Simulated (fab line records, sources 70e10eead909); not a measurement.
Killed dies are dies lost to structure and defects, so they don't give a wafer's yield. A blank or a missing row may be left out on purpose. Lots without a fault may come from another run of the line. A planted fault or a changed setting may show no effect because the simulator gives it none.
Tool commonality check | flow nand_harc | 3 lots, 7 wafers sampled

WHY IT WAS OPENED
At NHARC_END_SORT_01 the reading killed_at_periphery is flagged on 3 of 3 lots. Wafers without a fault read 4.4, standard deviation 2.9.
Rule: a lot is flagged when every wafer of it that has a number lies more than 4 standard deviations from that mean, or none has a number. The other lots count as sound.

lot  | measured     | on        | killed_at_periphery, wafer by wafer | flag
L477 | day 31 16:09 | prober-01 | 627 630 620                         | FLAGGED
L476 | day 31 18:24 | prober-02 | 624 615 609                         | FLAGGED
L478 | day 32 03:02 | prober-02 | 606                                 | FLAGGED
The numbers of the flagged lots are 618.7 on average: +614.3 against the usual, or +99 or more standard deviations.

WHICH TOOL RAN EACH LOT
The record holds 2 process steps before the reading, out of a route of 1302 steps. In each cell: the tool, then ch and the chambers that the sampled wafers went through, then the start.
lot  | flag    | NHARC_P_CONTACT_DEP_00                     | NHARC_P_CONTACT_CMP_01
L477 | FLAGGED | pecvd-01 ch 0,1,2, day 12 11:06 or earlier | cmp-02 ch 0,1,2, day 12 11:06
L476 | FLAGGED | pecvd-04 ch 0,1,2, day 11 22:31 or earlier | cmp-01 ch 0,1,3, day 11 22:31
L478 | FLAGGED | pecvd-02 ch 1,2, day 12 17:56 or earlier   | cmp-04 ch 0,1,2, day 12 17:56
What these steps do:
- NHARC_P_CONTACT_DEP_00: deposits SiO2, target thk 500 nm.
- NHARC_P_CONTACT_CMP_01: polishes SiO2, target thk 200 nm.
- NHARC_END_SORT_01

FLAGGED OVER TOTAL, TOOL BY TOOL (the gauges that took the reading come last)
step                   | tool      | lots run | flagged | share of the flagged lots | sound lots run after its first flagged lot
NHARC_P_CONTACT_DEP_00 | pecvd-01  | 1        | 1       | some                      | 0
NHARC_P_CONTACT_DEP_00 | pecvd-02  | 1        | 1       | some                      | 0
NHARC_P_CONTACT_DEP_00 | pecvd-04  | 1        | 1       | some                      | 0
NHARC_P_CONTACT_CMP_01 | cmp-01    | 1        | 1       | some                      | 0
NHARC_P_CONTACT_CMP_01 | cmp-02    | 1        | 1       | some                      | 0
NHARC_P_CONTACT_CMP_01 | cmp-04    | 1        | 1       | some                      | 0
NHARC_END_SORT_01      | prober-01 | 1        | 1       | some                      | 0
NHARC_END_SORT_01      | prober-02 | 2        | 2       | some                      | 0
NHARC_P_CONTACT_DEP_00 gives no start for some lots, so the hours and the order of its lots are those of NHARC_P_CONTACT_CMP_01.

WHAT THE TABLE ALLOWS
No row of the table ran every flagged lot.

WHAT THE SIMULATOR HAD PUT IN
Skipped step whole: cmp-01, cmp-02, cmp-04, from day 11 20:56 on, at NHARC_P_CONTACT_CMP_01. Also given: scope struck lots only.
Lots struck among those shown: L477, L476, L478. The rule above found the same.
